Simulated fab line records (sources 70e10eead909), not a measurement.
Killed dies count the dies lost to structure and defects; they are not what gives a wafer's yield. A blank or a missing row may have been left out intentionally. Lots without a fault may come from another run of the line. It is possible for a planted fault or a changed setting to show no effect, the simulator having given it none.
Struck lot and sound lot, side by side ; flow nand_harc ; 14 steps out of a route of 1302
Sound: these wafers, L307.2, L307.3, L307.4. Struck: wafer L320.4. The cause comes at the end.
Per side, at each step with rows, come the tool, then ch with its chambers, and then its first start. Under that, the readings that differ: sound wafers ; struck wafers ; difference of the means ; sigmas: that difference in standard deviations of wafers without a fault.
alike: a reading whose means differ by less than 2 such deviations, as well as words and numbers matching on both sides. not compared: withheld readings; readings where some wafer has no value; bounds like >300 that might hide an equal value; numbers whose values overlap and for which the record gives no deviation.
Wherever a step has rows on one side only, a row that says differs or no value, or a row with sigmas, the two part there. Numbers that have no deviation but don't overlap get no sigmas and don't part them. A reading that every wafer of one side lacks parts them only if that side has two wafers or more.

first, 4 steps without rows for these wafers: NHARC_A_STAIRCASE_EXPOSE_214 (exposes mask STAIR 3); NHARC_A_STAIRCASE_PEB_215 (peb time 130 s); NHARC_A_STAIRCASE_DEVELOP_216 (time 140 s); NHARC_A_STAIRCASE_HARDBAKE_218 (time 140 s).
NHARC_A_STAIRCASE_DESCUM_219: chemistry O2, time 3 s.
  sound on rie_diel-04 ch 1,2,3, day 17 16:06; struck on rie_diel-02 ch 2, day 23 07:29
reading;sound;struck;difference;sigmas
rf_hours_counter_h (h);11 10 10;45;+35;
  alike: drypump_motor_current_A, oes_product_au, rf_vpp_V, showerhead_plenum_p_Torr, throttle_valve_pct
then, 1 step without rows for these wafers: NHARC_A_STAIRCASE_TRIM_220 (chemistry O2, time 211.2 s).
NHARC_A_STAIRCASE_ETCH_221: etches the open film in C4F8/O2, target depth 100 nm, time 40.5 s.
  sound on rie_diel-04 ch 0,1,2; struck on rie_diel-02 ch 3
reading;sound;struck;difference;sigmas
rf_hours_counter_h (h);10 11 11;18;+7;
  alike: oes_product_au, rf_vpp_V
then, 3 steps without rows for these wafers: NHARC_A_STAIRCASE_TRIM_222 (chemistry O2, time 211.2 s); NHARC_A_STAIRCASE_ETCH_223 (etches the open film in C4F8/O2, target depth 100 nm, time 40.5 s); NHARC_A_STAIRCASE_TRIM_224 (chemistry O2, time 211.2 s).
NHARC_A_STAIRCASE_ETCH_225: etches the open film in C4F8/O2, target depth 100 nm, time 40.5 s.
  sound on rie_diel-04 ch 1,2,3; struck on rie_diel-02 ch 0
reading;sound;struck;difference;sigmas
oes_product_au (a.u.);0.935 0.930 0.935;0.953;+0.020;+2
rf_hours_counter_h (h);12 11 12;47;+35;
  alike: rf_vpp_V
NHARC_A_STAIRCASE_TRIM_226: chemistry O2, time 211.2 s.
  sound on rie_diel-04 ch 0,1,3, day 17 17:32; struck on rie_diel-02 ch 0, day 23 08:25
reading;sound;struck;difference;sigmas
rf_hours_counter_h (h);11 11 12;47;+36;
run_length_s (s);232.8 232.3 232.2;290.3;+57.9;+99 or more
  alike: drypump_motor_current_A, oes_product_au, rf_vpp_V, showerhead_plenum_p_Torr, throttle_valve_pct
NHARC_A_STAIRCASE_ETCH_227: etches the open film in C4F8/O2, target depth 100 nm, time 40.5 s.
  sound on rie_diel-04 ch 0,1,2; struck on rie_diel-02 ch 3
reading;sound;struck;difference;sigmas
oes_product_au (a.u.);0.935 0.941 0.947;0.966;+0.025;+3
rf_hours_counter_h (h);12 12 11;18;+6;
  alike: rf_vpp_V
NHARC_A_STAIRCASE_TRIM_229: chemistry O2, time 211.2 s.
  sound on rie_diel-04 ch 0,1,3, day 17 17:53; struck on rie_diel-02 ch 3, day 23 17:32
reading;sound;struck;difference;sigmas
hold;- - -;await_dispo/8.6h/release;no value on the sound wafers;
rf_hours_counter_h (h);11 12 11;18;+7;
throttle_valve_pct (%);17.034 17.039 17.041;17.016;-0.022;-2
  alike: drypump_motor_current_A, oes_product_au, rf_vpp_V, run_length_s, showerhead_plenum_p_Torr

== WHERE THEY PART ==
At NHARC_A_STAIRCASE_ETCH_225 first; at NHARC_A_STAIRCASE_TRIM_229 last (within this record only).

WHY: what the simulator had put in
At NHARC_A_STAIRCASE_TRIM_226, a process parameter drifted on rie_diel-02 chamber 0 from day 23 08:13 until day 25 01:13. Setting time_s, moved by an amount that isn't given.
